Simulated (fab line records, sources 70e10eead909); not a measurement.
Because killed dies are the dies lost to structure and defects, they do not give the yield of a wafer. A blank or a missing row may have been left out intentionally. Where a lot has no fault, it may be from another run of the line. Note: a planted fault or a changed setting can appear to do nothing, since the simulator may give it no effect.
fab line records	flow nand-harc
record: lots: 4	wafers: 12	last-day: 24
route steps=1159 shown P_GATE@127 A_M0@1007 END@1159
lots untouched by any fault: they come from a run of this same line in which no faults occurred
start-h: hours from the record's first day to the start of the lot's first wafer shown	wait-h: hours from the lot's prior step to this one	" the same as in the row above	L1.1+2: several wafers, shown together as one row	- value missing, or start not given	* or withheld: withheld	< > ~ a bound
route shown NAME@n: names a module that has steps shown in the file, with the first one's number in the route	usual: mean/standard deviation of fault-free wafers	same: alike in all rows	chamber/n: place in a boat	sites: readings site by site	_std_site: their standard deviation	_edge_site: outer sites' mean less inner sites'	radius-mm: for every site, how far away it sits from the centre of the wafer	mask NAME#n: copy n	behind: tool/chamber where the wafer was last shaped	hold: cause of the lot's hold/its duration in hours/its outcome	device: whichever transistor did not switch (one of n, p or np)	end of line: the tests these same wafers got at the end of their route	for a step that has no rows: nothing shown but its recipe	killed: not the wafer's yield, but the dies lost to structure and defects at the first sort	map: shows each die of a wafer: x if killed, . if not, _ if none is there
set.NAME: the setting as run; set.NAME@STEP: as run at that earlier step	model.NAME: the simulator's own value behind a step, which no gauge read
certain route steps with their lots: each step a table, each wafer a row
services: a tool's chamber out of use, with start hour (start-h, from the record's first day; less than 0 if before it), hours out, and reason
== steps ==
step: NHARC_P_GATE_PRECLEAN_71
recipe: time-s: *	temp-c: 50	bath-age-min: 0	chemistry: SC1
step: NHARC_P_GATE_SRD_72
step: NHARC_P_GATE_OXIDE_16
recipe: target-thk-a: 30	temp-c: 875	ox-time-s: 392	material: SiO2
step: NHARC_P_GATE_CVD_17
recipe: target-thk-a: 1500	temp-c: 620	time-s: 900	material: poly-Si
step: NHARC_P_GATE_HM_DEP_102
recipe: target-thk-a: 1200	temp-c: 400	material: aC
step: NHARC_P_GATE_DEP_103
recipe: target-thk-a: 300	target-thk-nm: 30	temp-c: 400	flow-sccm: 200	rf-w: 350	material: SiON
step: NHARC_P_GATE_DEHYDRATE_18
recipe: temp-c: 150	time-s: 120
step: NHARC_P_GATE_HMDS_19
recipe: time-s: 30
step: NHARC_P_GATE_COAT_20
recipe: spin-rpm: 1500	resist-thk-nm: 90
step: NHARC_P_GATE_SOFTBAKE_21
recipe: temp-c: 105	time-s: 55
step: NHARC_P_GATE_EBR_22
step: NHARC_P_GATE_EXPOSE_23
recipe: na: 1.35	target-cd-nm: 120	dose-mj: 93.91	mask-id: P_GATE
step: NHARC_P_GATE_PEB_24
recipe: peb-temp-c: 100	peb-time-s: 65
usual: heater-power-total-W: 156.6/0.39	plate-temp-C: 100.01/0.12
lot.wafer	tool	chamber	start-h	wait-h	heater-power-total-W	plate-temp-C
L861.1	litho-track-01	0	143.50	0.1	150.4	96.98
L861.3	"	0	"	"	150.6	97.02
L861.4	"	0	"	"	150.3	97.11
L862.2	litho-track-01	0	147.57	0.1	149.9	97.08
L862.3	"	0	"	"	150.9	96.92
L862.6	"	0	"	"	150.8	97.18
L872.2	litho-track-06	0	201.39	0.1	157.1	100.10
L872.3	"	0	"	"	156.2	100.03
L872.5	"	0	"	"	156.6	100.09
L873.1	litho-track-04	0	219.84	0.1	156.8	100.05
L873.4	"	0	"	"	156.6	99.90
L873.5	"	0	"	"	156.9	100.05
step: NHARC_P_GATE_DEVELOP_25
recipe: develop-time-s: 35	dev-temp-c: 23
step: NHARC_P_GATE_CD_MEAS_26
recipe: target-cd-nm: 120	landing-energy-ev: 500
usual: cd-nm: 119.7/0.79
lot.wafer	tool	chamber	start-h	wait-h	hold	cd-nm
L861.1	cd-sem-01	0	143.58	-	await-dispo/0.2h/release	129.4
L861.3	"	0	"	"	await-dispo/0.2h/release	130.2
L861.4	"	0	"	"	await-dispo/0.2h/release	130.5
L861.1	cd-sem-01	0	-	-	-	129.8
L861.3	"	0	"	"	-	129.9
L861.4	"	0	"	"	-	130.6
L862.2	cd-sem-03	0	147.65	-	await-dispo/0.2h/release	130.0
L862.3	"	0	"	"	await-dispo/0.2h/release	130.2
L862.6	"	0	"	"	await-dispo/0.2h/release	129.3
L862.2	cd-sem-03	0	-	-	-	129.8
L862.3	"	0	"	"	-	130.2
L862.6	"	0	"	"	-	129.5
L872.2	cd-sem-02	0	201.47	-	-	119.3
L872.3	"	0	"	"	-	120.3
L872.5	"	0	"	"	-	120.3
L873.1	cd-sem-02	0	219.92	-	-	119.8
L873.4	"	0	"	"	-	120.8
L873.5	"	0	"	"	-	120.9
step: NHARC_P_GATE_OVL_MEAS_27
usual: overlay-x-nm: -0.2/0.87	overlay-y-nm: -0.3/1.1
lot.wafer	tool	chamber	start-h	wait-h	hold	overlay-x-nm	overlay-y-nm
L861.1	overlay-01	-	144.95	-	await-dispo/1.1h/release	0.2	0.4
L861.3	"	-	"	"	await-dispo/1.1h/release	0.2	-0.2
L861.4	"	-	"	"	await-dispo/1.1h/release	0.1	0.1
L862.2	overlay-02	-	150.71	-	await-dispo/2.8h/release	0.5	-1.4
L862.3	"	-	"	"	await-dispo/2.8h/release	-0.3	-1.4
L862.6	"	-	"	"	await-dispo/2.8h/release	-0.3	-0.8
L872.2	overlay-02	-	201.55	-	-	-0.3	0.3
L872.3	"	-	"	"	-	0.1	0.7
L872.5	"	-	"	"	-	-0.3	1.3
L873.1	overlay-02	-	220.02	-	-	0.1	0.2
L873.4	"	-	"	"	-	0.0	0.4
L873.5	"	-	"	"	-	0.5	0.5
step: NHARC_P_GATE_DESCUM_31
recipe: time-s: 3	o2-flow-sccm: 200	ar-flow-sccm: 0	bias-power-w: 0	chemistry: O2
usual: drypump-motor-current-A: 5.51/0.27	oes-product-au: 1.002/0.012	rf-vpp-V: 57.8/0.91	showerhead-plenum-p-Torr: 1.88/0.09	throttle-valve-pct: 11.312/0.0098
lot.wafer	tool	chamber	start-h	wait-h	drypump-motor-current-A	oes-product-au	rf-hours-counter-h	rf-vpp-V	showerhead-plenum-p-Torr	throttle-valve-pct	model.P_GATE.cd-nm
L861.4	rie-diel-11	2	145.08	0.1	5.21	0.988	21	56.2	1.89	11.292	130.4
L861.1	"	0	"	"	5.63	1.013	20	55.4	1.78	11.316	131.5
L861.3	"	1	"	"	5.78	0.987	20	56.5	1.87	11.308	130.3
L862.2	rie-diel-06	1	150.81	0.1	6.10	0.998	28	58.3	1.93	11.314	131.5
L862.3	"	0	"	"	5.39	1.016	30	57.5	1.79	11.320	130.4
L862.6	"	2	"	"	6.09	1.003	-	58.0	1.85	11.328	129.4
L872.2	rie-diel-11	2	201.65	0.1	5.23	1.001	0	58.4	1.89	11.326	118.2
L872.3	"	1	"	"	5.77	1.001	1	58.0	1.87	11.329	120.8
L872.5	"	3	"	"	5.11	1.005	-	55.9	1.82	11.323	120.9
L873.1	rie-diel-11	1	220.12	0.1	5.76	1.009	3	57.7	1.87	11.315	120.2
L873.4	"	0	"	"	5.69	1.018	3	58.8	1.78	11.324	121.5
L873.5	"	1	"	"	5.77	1.007	-	57.1	1.87	11.315	121.3
step: NHARC_P_GATE_ETCH_104
recipe: target-depth-a: 600	time-s: withheld	cf4-flow-sccm: 100	chf3-flow-sccm: 30	ar-flow-sccm: 0	rf-w: 500	bias-w: 200	chemistry: CF4/CHF3
step: NHARC_P_GATE_HM_OPEN_105
recipe: target-depth-a: 3600	o2-flow-sccm: 400	cos-flow-sccm: 20	ar-flow-sccm: 0	rf-w: 500	bias-w: 300	chemistry: O2/COS
step: NHARC_P_GATE_STRIP_106
recipe: o2-flow-sccm: 400	cos-flow-sccm: 20	ar-flow-sccm: 0	bias-w: 0	chemistry: O2/COS
step: NHARC_P_GATE_ETCH_114
recipe: target-depth-a: 300	overetch-a: 30	time-s: 16.5	ion-energy-ev: 100	cf4-flow-sccm: 80	o2-flow-sccm: 20	ar-flow-sccm: 0	rf-w: 300	bias-w: 100	chemistry: CF4/O2
step: NHARC_P_GATE_ETCH_32
recipe: target-depth-a: 1500	over-etch-frac: 1	over-etch-ion-energy-ev: 40	time-s: 100.1	hbr-flow-sccm: 150	cl2-flow-sccm: 50	rf-w: 400	icp-w: 400	bias-w: 100	chemistry: HBr/Cl2
usual: drypump-motor-current-A: 5.97/0.29	oes-product-au: 1.004/0.0099	throttle-valve-pct: 26.406/0.0085
lot.wafer	tool	chamber	start-h	wait-h	drypump-motor-current-A	oes-product-au	rf-hours-counter-h	throttle-valve-pct	model.P_GATE.cd-nm
L861.4	rie-si-04	1	145.99	-	6.04	0.994	0.2	26.417	131.6
L861.3	"	2	"	"	5.88	0.992	0.3	26.419	127.8
L861.1	"	0	"	"	6.25	0.996	0.2	26.392	134.7
L862.2	rie-si-04	2	151.51	-	5.85	0.997	0.4	26.407	126.7
L862.3	"	0	"	"	6.20	0.999	0.3	26.405	131.2
L862.6	"	2	"	"	5.85	1.002	-	26.415	122.3
L872.3	rie-si-04	3	202.17	-	5.50	0.999	0.9	26.398	126.9
L872.2	"	2	"	"	5.85	0.995	1.1	26.408	117.9
L872.5	"	3	"	"	5.53	0.992	-	26.412	123.6
L873.1	rie-si-03	2	220.60	-	5.82	1.021	0.2	26.394	122.5
L873.4	"	3	"	"	6.03	1.001	0.5	26.394	128.3
L873.5	"	1	"	"	6.23	0.994	-	26.407	126.5
step: NHARC_P_GATE_STRIP_108
recipe: o2-flow-sccm: 500	ar-flow-sccm: 0	bias-w: 0	chemistry: O2
step: NHARC_P_GATE_CD_MEAS_33
usual: cd-nm: 122/3.2
lot.wafer	tool	chamber	start-h	wait-h	hold	cd-nm
L861.1	cd-sem-03	-	146.34	-	await-dispo/0.2h/release	136
L861.3	"	-	"	"	await-dispo/0.2h/release	128
L861.4	"	-	"	"	await-dispo/0.2h/release	134
L861.1	cd-sem-03	-	146.53	0.2	-	136
L861.3	"	-	"	"	-	128
L861.4	"	-	"	"	-	134
L862.2	cd-sem-02	-	151.84	-	await-dispo/0.2h/release	127
L862.3	"	-	"	"	await-dispo/0.2h/release	131
L862.6	"	-	"	"	await-dispo/0.2h/release	122
L862.2	cd-sem-02	-	152.02	0.2	-	127
L862.3	"	-	"	"	-	131
L862.6	"	-	"	"	-	122
L872.2	cd-sem-03	-	202.50	-	-	118
L872.3	"	-	"	"	-	127
L872.5	"	-	"	"	-	124
L873.1	cd-sem-01	-	220.92	-	-	123
L873.4	"	-	"	"	-	129
L873.5	"	-	"	"	-	127
step: NHARC_P_GATE_PRECLEAN_73
recipe: time-s: *	temp-c: 50	bath-age-min: 0	chemistry: SC1
step: NHARC_P_GATE_SRD_74
step: NHARC_P_GATE_ALD_36
recipe: target-thk-a: 200	pulse-time-s: 60	ald-cycles: 223	temp-c: 400	material: SiNx
step: NHARC_P_GATE_ETCHBACK_37
recipe: target-depth-a: 345	time-s: 17.2	chf3-flow-sccm: 50	o2-flow-sccm: 10	ar-flow-sccm: 200	rf-w: 500	bias-w: 200	chemistry: CHF3/O2
step: NHARC_P_GATE_STRIP_101
recipe: time-s: 20	o2-flow-sccm: 500	ar-flow-sccm: 0	bias-w: 0	chemistry: O2
step: NHARC_P_GATE_PRECLEAN_97
recipe: time-s: 600	temp-c: 120	chemistry: SPM
step: NHARC_P_GATE_SRD_98
step: NHARC_P_GATE_PRECLEAN_99
recipe: time-s: *	temp-c: 50	bath-age-min: 0	chemistry: SC1
step: NHARC_P_GATE_SRD_100
step: NHARC_P_GATE_DEHYDRATE_38
recipe: temp-c: 150	time-s: 120
step: NHARC_P_GATE_HMDS_39
recipe: time-s: 30
step: NHARC_P_GATE_COAT_40
recipe: spin-rpm: 3000
step: NHARC_P_GATE_SOFTBAKE_41
recipe: temp-c: 122	time-s: 95
step: NHARC_P_GATE_EBR_42
step: NHARC_P_GATE_EXPOSE_43
recipe: na: 0.6	target-cd-nm: 720	dose-mj: 14.81	mask-id: P_NSD
step: NHARC_P_GATE_PEB_44
recipe: peb-temp-c: 118	peb-time-s: 85
step: NHARC_A_M0_DESCUM_14
recipe: time-s: 3	o2-flow-sccm: 200	ar-flow-sccm: 0	bias-power-w: 0	chemistry: O2
usual: drypump-motor-current-A: 5.5/0.38	oes-product-au: 1.000/0.014	rf-vpp-V: 57.8/0.98	showerhead-plenum-p-Torr: 1.95/0.076	throttle-valve-pct: 11.312/0.0099
lot.wafer	tool	chamber	start-h	wait-h	drypump-motor-current-A	oes-product-au	rf-hours-counter-h	rf-vpp-V	showerhead-plenum-p-Torr	throttle-valve-pct	model.A_M0.cd-nm
L861.4	rie-diel-08	3	491.58	0.1	5.1	0.994	11	56.6	1.79	11.293	79.24
L861.1	"	0	"	"	5.8	1.011	10	57.7	1.93	11.312	81.65
L861.3	"	1	"	"	5.4	0.980	8	56.3	1.97	11.304	79.04
L862.2	rie-diel-03	2	498.88	0.1	5.9	0.995	2	57.5	1.95	11.304	79.52
L862.3	"	1	"	"	5.6	1.027	2	57.2	2.04	11.313	79.37
L862.6	"	2	"	"	5.9	0.993	-	57.3	1.95	11.312	79.79
L872.3	rie-diel-08	0	505.39	0.1	5.8	1.014	2	58.4	1.93	11.310	80.55
L872.2	"	2	"	"	4.8	1.033	2	58.3	1.99	11.304	79.49
L872.5	"	3	"	"	5.1	0.986	-	56.0	1.79	11.319	80.4
L873.1	rie-diel-08	2	525.15	0.1	4.8	1.020	3	58.8	1.98	11.312	78.63
L873.4	"	3	"	"	5.1	0.981	3	57.4	1.79	11.319	79.68
L873.5	"	1	"	"	5.4	0.990	-	58.2	1.97	11.326	78.28
step: NHARC_A_M0_ETCH_15
recipe: target-depth-a: 1500	overetch-a: 150	time-s: 82.5	c4f8-flow-sccm: withheld	ar-flow-sccm: 400	rf-w: 600	bias-w: 300	chemistry: C4F8/Ar
usual: oes-product-au: 0.953/0.025	rf-vpp-V: 442.0/2.4
lot.wafer	tool	chamber	start-h	wait-h	oes-product-au	rf-hours-counter-h	rf-vpp-V	model.A_M0.cd-nm
L861.1	rie-diel-08	0	-	-	0.992	10	442.3	81.49
L861.3	"	1	"	"	0.959	8	442.0	79.07
L861.4	"	2	"	"	0.963	10	442.8	79.71
L862.3	rie-diel-03	1	-	-	0.938	2	444.1	79.49
L862.2	"	3	"	"	0.902	3	443.2	78.68
L862.6	"	1	"	"	0.947	-	444.5	79.08
L872.3	rie-diel-08	3	-	-	0.951	2	436.9	80.52
L872.2	"	2	"	"	1.015	2	442.8	79.82
L872.5	"	0	"	"	0.975	-	443.3	80.3
L873.4	rie-diel-08	1	-	-	0.947	3	442.9	81.18
L873.1	"	3	"	"	0.946	3	437.4	78.46
L873.5	"	1	"	"	0.954	-	442.0	78.46
step: NHARC_END_SORT_01
recipe: temp-c: 25
usual: killed-at-array: 24/8.4	killed-at-other: 0.7/1.1	killed-at-periphery: 2.9/1.7	killed-dies: 27/8.6	killed-open: 3.3/1.8	killed-short: 1.8/1.4
same: gross-dies: 677
lot.wafer	tool	chamber	start-h	wait-h	hold	killed-at-array	killed-at-other	killed-at-periphery	killed-dies	killed-open	killed-short
L861.1	prober-01	0	525.02	2.5	await-dispo/1.5h/release	27	0	6	33	5	3
L861.3	prober-01	0	526.63	3.1	await-dispo/1.5h/release	31	0	5	36	5	3
L861.4	prober-01	0	527.43	3.4	await-dispo/1.5h/release	28	0	5	33	6	2
L862.2	prober-02	0	531.61	2.8	await-dispo/1.5h/release	19	0	5	24	3	1
L862.3	prober-02	0	532.41	3.1	await-dispo/1.5h/release	38	0	2	40	3	3
L862.6	prober-02	0	534.83	4.0	await-dispo/1.5h/release	19	3	1	23	1	2
L872.2	prober-02	0	550.14	2.8	-	36	0	3	39	2	3
L872.3	prober-02	0	550.94	3.1	-	28	0	2	30	5	0
L872.5	prober-02	0	552.55	3.7	-	29	0	0	29	1	1
L873.1	prober-01	0	567.27	2.5	-	16	0	2	18	2	3
L873.4	prober-01	0	569.67	3.4	-	26	0	1	27	6	2
L873.5	prober-01	0	570.46	3.7	-	24	0	2	26	4	4
killed by level:class
L861.1 A_CHANNEL_HOLE_D1:chamber-film-flake=15 A_CONTACT:chamber-film-flake=4 P_GATE:area-peb=3 A_CONTACT:geometric-particle:open=2 A_WL_FILL:chamber-film-flake=2 P_GATE:geometric-particle:short=1 P_CONTACT:geometric-particle:open=1 P_M1:geometric-particle:short=1
L861.3 A_CHANNEL_HOLE_D1:chamber-film-flake=15 A_STAIRCASE:chamber-film-flake=4 A_WL_FILL:chamber-film-flake=3 A_CONTACT:chamber-film-flake=3 A_CONTACT:geometric-particle:open=2 P_GATE:geometric-particle:open=1 P_M0:geometric-particle:open=1 P_M1:geometric-particle:open=1
L861.4 A_CHANNEL_HOLE_D1:chamber-film-flake=14 A_CONTACT:geometric-particle:open=3 A_STAIRCASE:chamber-film-flake=3 A_WL_FILL:chamber-film-flake=3 A_CONTACT:chamber-film-flake=2 P_GATE:area-peb=2 P_CONTACT:geometric-particle:open=1 P_M1:geometric-particle:short=1
L862.2 A_STAIRCASE:chamber-film-flake=8 A_CHANNEL_HOLE_D1:chamber-film-flake=4 A_SLIT:chamber-film-flake=4 P_ZERO_WELL:chamber-film-flake=3 P_CONTACT:geometric-particle:open=1 A_CONTACT:geometric-particle:open=1 A_CONTACT:geometric-particle:short=1 P_M2:chamber-film-flake=1
L862.3 A_SLIT:chamber-film-flake=14 A_STAIRCASE:chamber-film-flake=9 A_CHANNEL_HOLE_D1:chamber-film-flake=5 A_CHANNEL_FILL_D1:chamber-film-flake=2 A_SOURCE_PLATE:geometric-particle:open=1 A_CHANNEL_FILL_D1:geometric-particle:short=1 A_WL_FILL:geometric-particle:short=1 A_CONTACT:geometric-particle:open=1
L862.6 A_SLIT:chamber-film-flake=6 A_STAIRCASE:chamber-film-flake=5 A_CHANNEL_HOLE_D1:chamber-film-flake=4 HYBRID_BOND:chamber-film-flake=2 A_CHANNEL_FILL_D1:geometric-particle:short=1 A_CONTACT:geometric-particle:open=1 A_M0:geometric-particle:short=1 P_ZERO_WELL:chamber-film-flake=1
L872.2 A_CHANNEL_HOLE_D1:chamber-film-flake=19 A_CONTACT:chamber-film-flake=7 A_ZERO_WELL:chamber-film-flake=2 A_ONON_D1:geometric-particle:open=1 A_ONON_D1:geometric-particle:short=1 A_CHANNEL_HOLE_D1:geometric-particle:open=1 A_CHANNEL_FILL_D1:geometric-particle:short=1 A_WL_FILL:geometric-particle:short=1
L872.3 A_CHANNEL_HOLE_D1:chamber-film-flake=20 A_CHANNEL_HOLE_D1:geometric-particle:open=2 A_STAIRCASE:chamber-film-flake=2 A_CONTACT:chamber-film-flake=2 P_GATE:geometric-particle:open=1 A_CONTACT:geometric-particle:open=1 A_M0:geometric-particle:open=1 P_STI:chamber-film-flake=1
L872.5 A_CHANNEL_HOLE_D1:chamber-film-flake=20 A_CONTACT:chamber-film-flake=5 A_STAIRCASE:chamber-film-flake=2 A_ONON_D1:geometric-particle:short=1 A_CHANNEL_FILL_D1:geometric-particle:open=1
L873.1 A_CONTACT:chamber-film-flake=6 A_CHANNEL_HOLE_D1:chamber-film-flake=4 A_ONON_D1:geometric-particle:short=2 A_CONTACT:geometric-particle:open=2 P_GATE:chamber-film-flake=2 A_CONTACT:geometric-particle:short=1 A_STAIRCASE:chamber-film-flake=1
L873.4 A_CONTACT:chamber-film-flake=10 A_CHANNEL_HOLE_D1:chamber-film-flake=4 A_STAIRCASE:chamber-film-flake=3 A_CHANNEL_FILL_D1:geometric-particle:open=2 A_ONON_D1:geometric-particle:open=1 A_SGD_CUT:geometric-particle:short=1 A_SLIT:geometric-particle:short=1 A_WL_FILL:geometric-particle:open=1
L873.5 A_STAIRCASE:chamber-film-flake=8 A_CHANNEL_HOLE_D1:chamber-film-flake=5 A_CONTACT:chamber-film-flake=4 P_M0:geometric-particle:short=2 A_M0:geometric-particle:open=2 A_ONON_D1:geometric-particle:open=1 A_ONON_D1:geometric-particle:short=1 A_CHANNEL_FILL_D1:geometric-particle:open=1
map L861.3 (x killed, . not)
____________.____________
_________......._________
_______..........._______
______.............______
_____..............._____
____..x..............____
____...........x..xx.____
___....x...........x..___
___...............xx.x___
__....xx.........x..x.x__
__.................xx..__
_.................x.x..._
_..................x...._
_......................._
_......................._
_.x..........x.........._
.........................
.........................
....................x..x.
.......x.................
.........................
_......................._
_......................._
_......................._
_..x.....x.x............_
_..x....xx.............._
__.....................__
__..x..................__
___.....x.............___
___................x..___
____....x............____
____.................____
_____..............._____
______..........x..______
_______..........._______
_________...x..._________
____________.____________
map L862.3 (x killed, . not)
____________.____________
_________......x_________
_______.......x..x_______
______.x....x...x..______
_____...x.........x._____
____...........x.....____
____.................____
___................x..___
___...................___
__..........x..........__
__........x............__
_......................._
_.......x.x............._
_............x.........._
_............x...x......_
_......................._
.........................
............x............
.........................
...............x.........
.........................
_................x....x._
_......................._
_..x........x.x........._
_......................._
_.x...x........xxx......_
__.....................__
__............xxx......__
___................x..___
___............x..x...___
____.................____
____...........x.x...____
_____..............._____
______........x....______
_______........x.x_______
_________......._________
____________.____________
== services ==
tool	chamber	start-h	hours	kind
rie-diel-08	-	124.80	9.0	pm
rie-diel-03	0	132.94	2.5	repair
rie-diel-11	-	185.61	0.6	repair
rie-diel-11	-	189.50	9.0	pm
rie-si-04	-	190.32	1.2	repair
rie-diel-03	-	215.30	9.0	pm
rie-diel-03	-	234.95	1.7	repair
litho-track-01	-	268.00	7.0	pm
rie-diel-03	0	274.18	7.9	repair
rie-si-04	-	276.00	9.0	pm
rie-diel-08	3	283.15	7.3	repair
rie-diel-08	-	301.80	9.0	pm
rie-diel-03	2	312.41	6.7	repair
rie-diel-03	3	331.94	9.1	repair
rie-diel-11	-	366.50	9.0	pm
rie-si-04	2	374.66	8.1	repair
rie-diel-08	1	380.65	17.5	repair
rie-diel-08	0	380.84	11.5	repair
rie-diel-11	2	389.44	2.3	repair
rie-diel-11	1	391.74	9.9	repair
rie-diel-08	2	450.55	1.4	repair
rie-si-04	-	453.00	9.0	pm
rie-diel-08	-	478.80	9.0	pm
rie-si-04	2	488.26	4.6	repair
== key ==
first-sign: step: NHARC_P_GATE_PEB_24	reading: plate-temp-C	direction: down	sigmas: 25	usual: *	struck: *
effect: step: NHARC_P_GATE_PEB_24	reading: heater-power-total-W	direction: down	sigmas: 16	usual: *	struck: *
effect: step: NHARC_P_GATE_CD_MEAS_26	reading: visit	direction: added
effect: step: NHARC_P_GATE_CD_MEAS_26	reading: cd-nm	direction: up	sigmas: 13	usual: 119.7	struck: 129.9
effect: step: NHARC_P_GATE_CD_MEAS_33	reading: visit	direction: added
effect: step: NHARC_END_SORT_01	reading: hold	direction: added
model-effect: step: NHARC_P_GATE_DESCUM_31	value: P_GATE.cd-nm	without: 119.6	struck: 130.6
model-effect: step: NHARC_P_GATE_ETCH_32	value: P_GATE.cd-nm	without: 118	struck: 129
model-effect: step: NHARC_A_M0_DESCUM_14	value: A_M0.cd-nm	without: 80.55	struck: 79.77
model-effect: step: NHARC_A_M0_ETCH_15	value: A_M0.cd-nm	without: 80.26	struck: 79.59
met-at NHARC_P_GATE_PEB_24
struck-wafers L861.1,L861.3,L861.4,L862.2,L862.3,L862.6
tester-left-out L861,L862
fault: kind: process-parameter-drift	tool: litho-track-01	chamber: -	onset-h: 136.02	steps: NHARC_P_GATE_PEB_24	channel: peb-temp-c	offset: *	shape: step	end-h: 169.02	acts-in: *	stated: *
tester-left-out: of these lots the tester's yield and bins aren't shown, on N5 and GAA mostly nor the transistor test; their killed dies are dies lost to structure and defects alone, not to doping, threshold or leakage, so they don't give the yield
